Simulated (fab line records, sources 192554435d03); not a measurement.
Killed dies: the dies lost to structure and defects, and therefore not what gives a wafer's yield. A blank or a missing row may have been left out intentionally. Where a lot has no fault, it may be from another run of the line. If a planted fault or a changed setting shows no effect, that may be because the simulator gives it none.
Matching of chambers / flow n5-finfet / pecvd-02 running N5_FIN_SAQP_PECVD_48: 3 sister chambers
The step deposits SiNx from SiH4/NH3/N2, target thk 25 nm, time 22.1 s. 6 wafers are shown with their chamber, then 7 later ones without.

## WAFERS PAIRED WITH THEIR CHAMBERS
wafer=L084.4; chamber=2; throttle-valve-pct (%)=38.4; showerhead-plenum-p-Torr (Torr)=5.13
wafer=L086.6; chamber=2; throttle-valve-pct (%)=38.3; showerhead-plenum-p-Torr (Torr)=5.12
wafer=L087.3; chamber=1; throttle-valve-pct (%)=41.3; showerhead-plenum-p-Torr (Torr)=5.22
wafer=L087.5; chamber=0; throttle-valve-pct (%)=41.1; showerhead-plenum-p-Torr (Torr)=5.06
wafer=L092.1; chamber=1; throttle-valve-pct (%)=41.5; showerhead-plenum-p-Torr (Torr)=5.21
wafer=L092.2; chamber=0; throttle-valve-pct (%)=41.2; showerhead-plenum-p-Torr (Torr)=5.05

## WAFERS WHOSE CHAMBER IS MISSING
wafer=L092.3; throttle-valve-pct (%)=38.2; showerhead-plenum-p-Torr (Torr)=5.13
wafer=L093.2; throttle-valve-pct (%)=41.4; showerhead-plenum-p-Torr (Torr)=5.22
wafer=L093.4; throttle-valve-pct (%)=41.1; showerhead-plenum-p-Torr (Torr)=5.04
wafer=L093.6; throttle-valve-pct (%)=38.6; showerhead-plenum-p-Torr (Torr)=5.13
wafer=L095.1; throttle-valve-pct (%)=38.4; showerhead-plenum-p-Torr (Torr)=5.13
wafer=L095.5; throttle-valve-pct (%)=38.6; showerhead-plenum-p-Torr (Torr)=5.14
wafer=L095.6; throttle-valve-pct (%)=41.5; showerhead-plenum-p-Torr (Torr)=5.21

## CHAMBER TAKEN BY EACH
wafer=L092.3; from the rows above=2; in truth=2
wafer=L093.2; from the rows above=1; in truth=1
wafer=L093.4; from the rows above=0; in truth=0
wafer=L093.6; from the rows above=2; in truth=2
wafer=L095.1; from the rows above=2; in truth=2
wafer=L095.5; from the rows above=2; in truth=2
wafer=L095.6; from the rows above=1; in truth=1
Placed correctly: 7 of 7. Left unplaced by these rows: 0. Number placed wrongly: 0.
How it was worked out, from the rows above alone: a wafer's distance from a chamber is the root of the sum, over the readings, of the square of ((its reading less the chamber's mean) divided by the reading's scatter). The wafer belongs to the nearest chamber; if the next one is less than 2 further off, it can't be placed. For every chamber, the mean is computed from those of its wafers that are shown. The scatter: take each reading less its chamber's mean, square it, sum over the shown wafers, divide by the number of wafers less the number of chambers, and take the root.
